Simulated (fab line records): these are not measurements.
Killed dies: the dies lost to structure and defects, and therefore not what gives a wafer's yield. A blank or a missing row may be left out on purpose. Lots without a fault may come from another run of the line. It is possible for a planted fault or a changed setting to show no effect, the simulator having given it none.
Chamber matching | flow nandHarc | 4 sister chambers for NHARC_A_STAIRCASE_DESCUM_443 on rieDiel-03
The step chemistry O2, time 3 s. 18 wafers are shown with their chamber, then 9 later ones without.

WAFERS PAIRED WITH THEIR CHAMBERS
wafer  | chamber | drypumpMotorCurrentA (A) | showerheadPlenumPTorr (Torr) | oesProductAu (a.u.)
L074.4 | 3       | 6.4                      | 2.02                         | 1.011
L074.5 | 0       | 5.3                      | 1.77                         | 1.009
L074.6 | 1       | 6.4                      | 1.80                         | 0.993
L076.1 | 2       | 6.7                      | 1.90                         | 1.012
L076.3 | 3       | 6.4                      | 2.02                         | 1.008
L076.4 | 0       | 5.2                      | 1.77                         | 1.003
L077.1 | 3       | 6.4                      | 2.02                         | 1.004
L077.2 | 1       | 6.4                      | 1.80                         | 0.999
L077.6 | 3       | 6.4                      | 2.02                         | 1.001
L081.2 | 2       | 6.7                      | 1.89                         | 1.004
L081.4 | 1       | 6.4                      | 1.79                         | 1.004
L081.6 | 1       | 6.4                      | 1.79                         | 0.997
L082.1 | 2       | 6.7                      | 1.89                         | 1.007
L082.4 | 3       | 6.4                      | 2.01                         | 0.997
L082.5 | 0       | 5.3                      | 1.76                         | 0.997
L085.1 | 1       | 6.4                      | 1.79                         | 0.992
L085.3 | 3       | 6.4                      | 2.01                         | 1.003
L085.6 | 1       | 6.4                      | 1.79                         | 1.000

SIGNATURES (averages over the wafers above)
reading               | chamber 0 | chamber 1 | chamber 2 | chamber 3 | scatter within a chamber
drypumpMotorCurrentA  | 5.267     | 6.400     | 6.700     | 6.400     | 0.0218
showerheadPlenumPTorr | 1.7667    | 1.7933    | 1.8933    | 2.0167    | 0.00535
oesProductAu          | 1.00300   | 0.99750   | 1.00767   | 1.00400   | 0.00486
Rule: a wafer's distance from a chamber is the root of the sum, over the readings, of the square of ((its reading less the chamber's mean) divided by the reading's scatter). If the next closest chamber is less than 2 further off than the closest, the wafer can't be placed; otherwise it belongs to the closest. How the scatter is found: for the shown wafers, subtract from each reading the mean of its chamber, square and add these, divide the total by (wafers less chambers), then take the root.

WAFERS WITHOUT THEIR CHAMBER
wafer  | drypumpMotorCurrentA (A) | showerheadPlenumPTorr (Torr) | oesProductAu (a.u.)
L089.1 | 6.4                      | 2.00                         | 1.007
L089.2 | 6.8                      | 1.89                         | 1.018
L089.4 | 6.4                      | 1.79                         | 1.006
L090.1 | 6.4                      | 1.78                         | 0.997
L090.3 | 5.2                      | 2.08                         | 1.001
L090.6 | 6.4                      | 2.00                         | 1.019
L095.1 | 6.7                      | 1.88                         | 1.016
L095.3 | 6.4                      | 2.00                         | 1.006
L095.4 | 6.4                      | 1.78                         | 1.004

CHAMBER TAKEN BY EACH
wafer  | from the rows above | in truth
L089.1 | 3                   | 3
L089.2 | 2                   | 2
L089.4 | 1                   | 1
L090.1 | 1                   | 1
L090.3 | 3                   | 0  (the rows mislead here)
L090.6 | 3                   | 3
L095.1 | 2                   | 2
L095.3 | 3                   | 3
L095.4 | 1                   | 1
Correct placement for 8 of the 9. Not placeable from these rows: 0. 1 placed wrongly.
